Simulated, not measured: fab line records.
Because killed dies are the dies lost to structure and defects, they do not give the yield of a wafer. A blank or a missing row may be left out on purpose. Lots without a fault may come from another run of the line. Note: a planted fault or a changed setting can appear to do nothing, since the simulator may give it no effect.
Which tool did it?	flow nandHarc	Sampling: 24 lots, 72 wafers, 6 of 1302 route steps

## WHAT THE GAUGES READ, wafer by wafer
NHARC_A_CONTACT_INSPECT_71.
lot	measured	on	rawDefectCount
L076	day 22 07:05	defectInspect-02	67 72 72
L074	day 22 07:14	defectInspect-02	45 57 48
L075	day 22 10:14	defectInspect-02	92 81 106
L077	day 23 16:12	defectInspect-01	70 70 77
L079	day 23 19:24	defectInspect-02	52 74 68
L078	day 23 22:02	defectInspect-01	160 133 159
L080	day 24 14:46	defectInspect-02	79 65 63
L081	day 25 11:14	defectInspect-02	107 94 107
L082	day 25 15:23	defectInspect-01	62 66 76
L083	day 25 20:31	defectInspect-02	91 87 89
L084	day 25 20:43	defectInspect-01	84 90 84
L085	day 26 11:12	defectInspect-02	153 125 136
L086	day 26 11:30	defectInspect-01	17 13 18
L088	day 27 13:33	defectInspect-02	89 114 96
L089	day 27 14:57	defectInspect-01	63 76 58
L087	day 27 20:09	defectInspect-02	147 140 165
L091	day 28 23:49	defectInspect-02	27 35 35
L092	day 29 07:10	defectInspect-01	72 73 84
L090	day 29 08:37	defectInspect-02	58 55 64
L093	day 29 23:02	defectInspect-02	74 68 79
L097	day 31 01:35	defectInspect-02	83 77 90
L094	day 31 06:04	defectInspect-01	13 25 29
L095	day 31 07:35	defectInspect-02	130 123 123
L096	day 31 12:23	defectInspect-01	71 73 63

## TOOL THAT RAN EACH LOT (tool first, then ch and the chambers of the sampled wafers, then the start)
lot	NHARC_A_CONTACT_ETCH_116	NHARC_A_CONTACT_ETCH_117	NHARC_A_CONTACT_ETCH_118	NHARC_A_CONTACT_ETCH_120	NHARC_A_CONTACT_ETCH_121
L076	harCapEtch-02 ch 0,1, day 21 21:55	harCapEtch-02 ch 0,1, day 21 22:05	harCapEtch-02 ch 0,1, day 21 22:15	harCapEtch-02 ch 0,1, day 21 22:35	harCapEtch-02 ch 0,1, day 21 22:46
L074	harCapEtch-03 ch 0,1, day 21 23:19	harCapEtch-03 ch 0,1, day 21 23:29	harCapEtch-03 ch 0,1, day 21 23:40	harCapEtch-03 ch 0,1, day 22 00:00	harCapEtch-03 ch 0,1, day 22 00:10
L075	harCapEtch-02 ch 0,1, day 22 01:53	harCapEtch-02 ch 0,1, day 22 02:03	harCapEtch-02 ch 0,1, day 22 02:13	harCapEtch-02 ch 0,1, day 22 02:34	harCapEtch-02 ch 0,1, day 22 02:44
L077	harCapEtch-02 ch 0,1, day 23 08:47	harCapEtch-02 ch 0,1, day 23 08:57	harCapEtch-02 ch 0,1, day 23 09:07	harCapEtch-02 ch 0,1, day 23 09:28	harCapEtch-02 ch 0,1, day 23 09:38
L079	harCapEtch-03 ch 0,1, day 23 08:59	harCapEtch-03 ch 0,1, day 23 09:10	harCapEtch-03 ch 0,1, day 23 09:20	harCapEtch-03 ch 0,1, day 23 09:40	harCapEtch-03 ch 0,1, day 23 09:50
L078	harCapEtch-01 ch 0,1, day 23 12:59	harCapEtch-01 ch 0,1, day 23 13:10	harCapEtch-01 ch 0,1, day 23 13:20	harCapEtch-01 ch 0,1, day 23 13:40	harCapEtch-01 ch 0,1, day 23 13:50
L080	harCapEtch-03 ch 0,1, day 24 05:38	harCapEtch-03 ch 0,1, day 24 05:49	harCapEtch-03 ch 0,1, day 24 05:59	harCapEtch-03 ch 0,1, day 24 06:20	harCapEtch-03 ch 0,1, day 24 06:30
L081	harCapEtch-02 ch 0,1, day 25 01:17	harCapEtch-02 ch 0,1, day 25 01:31	harCapEtch-02 ch 0,1, day 25 01:44	harCapEtch-02 ch 0,1, day 25 02:12	harCapEtch-02 ch 0,1, day 25 02:26
L082	harCapEtch-01 ch 0,1, day 25 05:00	harCapEtch-01 ch 0,1, day 25 05:10	harCapEtch-01 ch 0,1, day 25 05:20	harCapEtch-01 ch 0,1, day 25 05:41	harCapEtch-01 ch 0,1, day 25 05:51
L083	harCapEtch-03 ch 0,1, day 25 08:41	harCapEtch-03 ch 0,1, day 25 08:51	harCapEtch-03 ch 0,1, day 25 09:01	harCapEtch-03 ch 0,1, day 25 09:22	harCapEtch-03 ch 0,1, day 25 09:32
L084	harCapEtch-02 ch 0,1, day 25 09:31	harCapEtch-02 ch 0,1, day 25 09:41	harCapEtch-02 ch 0,1, day 25 09:52	harCapEtch-02 ch 0,1, day 25 10:11	harCapEtch-02 ch 0,1, day 25 10:22
L085	harCapEtch-02 ch 0,1, day 26 03:06	harCapEtch-02 ch 0,1, day 26 03:16	harCapEtch-02 ch 0,1, day 26 03:26	harCapEtch-02 ch 0,1, day 26 03:47	harCapEtch-02 ch 0,1, day 26 03:57
L086	harCapEtch-01 ch 0,1, day 26 03:46	harCapEtch-01 ch 0,1, day 26 03:56	harCapEtch-01 ch 0,1, day 26 04:06	harCapEtch-01 ch 0,1, day 26 04:27	harCapEtch-01 ch 0,1, day 26 04:37
L088	harCapEtch-02 ch 0,1, day 27 06:02	harCapEtch-02 ch 0,1, day 27 06:13	harCapEtch-02 ch 0,1, day 27 06:23	harCapEtch-02 ch 0,1, day 27 06:44	harCapEtch-02 ch 0,1, day 27 06:54
L089	harCapEtch-01 ch 0,1, day 27 07:32	harCapEtch-01 ch 0,1, day 27 07:43	harCapEtch-01 ch 0,1, day 27 07:53	harCapEtch-01 ch 0,1, day 27 08:13	harCapEtch-01 ch 0,1, day 27 08:24
L087	harCapEtch-03 ch 0,1, day 27 12:43	harCapEtch-03 ch 0,1, day 27 12:53	harCapEtch-03 ch 0,1, day 27 13:03	harCapEtch-03 ch 0,1, day 27 13:23	harCapEtch-03 ch 0,1, day 27 13:34
L091	harCapEtch-02 ch 0, day 28 14:41	harCapEtch-02 ch 0, day 28 14:52	harCapEtch-02 ch 0, day 28 15:02	harCapEtch-02 ch 0, day 28 15:22	harCapEtch-02 ch 0, day 28 15:32
L092	harCapEtch-01 ch 0,1, day 28 19:05	harCapEtch-01 ch 0,1, day 28 19:16	harCapEtch-01 ch 0,1, day 28 19:26	harCapEtch-01 ch 0,1, day 28 19:47	harCapEtch-01 ch 0,1, day 28 19:57
L090	harCapEtch-03 ch 0,1, day 28 19:27	harCapEtch-03 ch 0,1, day 28 19:37	harCapEtch-03 ch 0,1, day 28 19:47	harCapEtch-03 ch 0,1, day 28 20:08	harCapEtch-03 ch 0,1, day 28 20:18
L093	harCapEtch-01 ch 0,1, day 29 15:49	harCapEtch-01 ch 0,1, day 29 16:00	harCapEtch-01 ch 0,1, day 29 16:10	harCapEtch-01 ch 0,1, day 29 16:31	harCapEtch-01 ch 0,1, day 29 16:41
L097	harCapEtch-02 ch 0,1, day 30 14:28	harCapEtch-02 ch 0,1, day 30 14:38	harCapEtch-02 ch 0,1, day 30 14:49	harCapEtch-02 ch 0,1, day 30 15:09	harCapEtch-02 ch 0,1, day 30 15:19
L094	harCapEtch-01 ch 0,1, day 30 22:43	harCapEtch-01 ch 0,1, day 30 22:53	harCapEtch-01 ch 0,1, day 30 23:03	harCapEtch-01 ch 0,1, day 30 23:23	harCapEtch-01 ch 0,1, day 30 23:34
L095	harCapEtch-03 ch 1, day 30 23:27	harCapEtch-03 ch 1, day 30 23:37	harCapEtch-03 ch 1, day 30 23:47	harCapEtch-03 ch 1, day 31 00:08	harCapEtch-03 ch 1, day 31 00:18
L096	harCapEtch-02 ch 0,1, day 31 03:34	harCapEtch-02 ch 0,1, day 31 03:44	harCapEtch-02 ch 0,1, day 31 03:55	harCapEtch-02 ch 0,1, day 31 04:15	harCapEtch-02 ch 0,1, day 31 04:25
- NHARC_A_CONTACT_ETCH_116: etches the open film in C4F8/O2/Ar, time 190 s, target depth 1850 nm.
- NHARC_A_CONTACT_ETCH_117: etches the open film in C4F8/O2/Ar, time 190 s, target depth 1850 nm.
- NHARC_A_CONTACT_ETCH_118: etches the open film in C4F8/O2/Ar, time 190 s, target depth 1850 nm.
- NHARC_A_CONTACT_ETCH_120: etches the open film in C4F8/O2/Ar, time 190 s, target depth 1850 nm.
- NHARC_A_CONTACT_ETCH_121: etches the open film in C4F8/O2/Ar, time 190 s, target depth 1850 nm.

## WHAT THE TOOLS THEMSELVES READ (means of the sampled wafers that have a number; where no wafer has one, the mark that the record gives instead)
The record holds no such reading with a usual standard deviation.

## THE ANSWER, worked out from the rows above alone
Rule: the lots themselves supply what counts as usual. Put in order of their means at a reading, lots are off if they are a third of the lots or fewer, leave a main group of 4 or more, and stand apart from it by a gap of 3 or more times the standard deviation of the main group's means; of several such gaps the widest counts. A main group is skipped when, at the precision printed for the reading in the tables above, its means are all equal. Also off: a lot with no number at a reading for which 4 or more lots have one. Any other lot the step has rows for is counted as sound. First the gauges in route order, then the tools' own readings, where a lot's mean is used as printed above. The first step at which some lot is off is used, and at that step the reading that is off furthest; a lot without a number counts as furthest.
No lot is off on any of the readings shown, so nothing can be concluded from this.

## WHAT WAS PUT IN BY THE SIMULATOR
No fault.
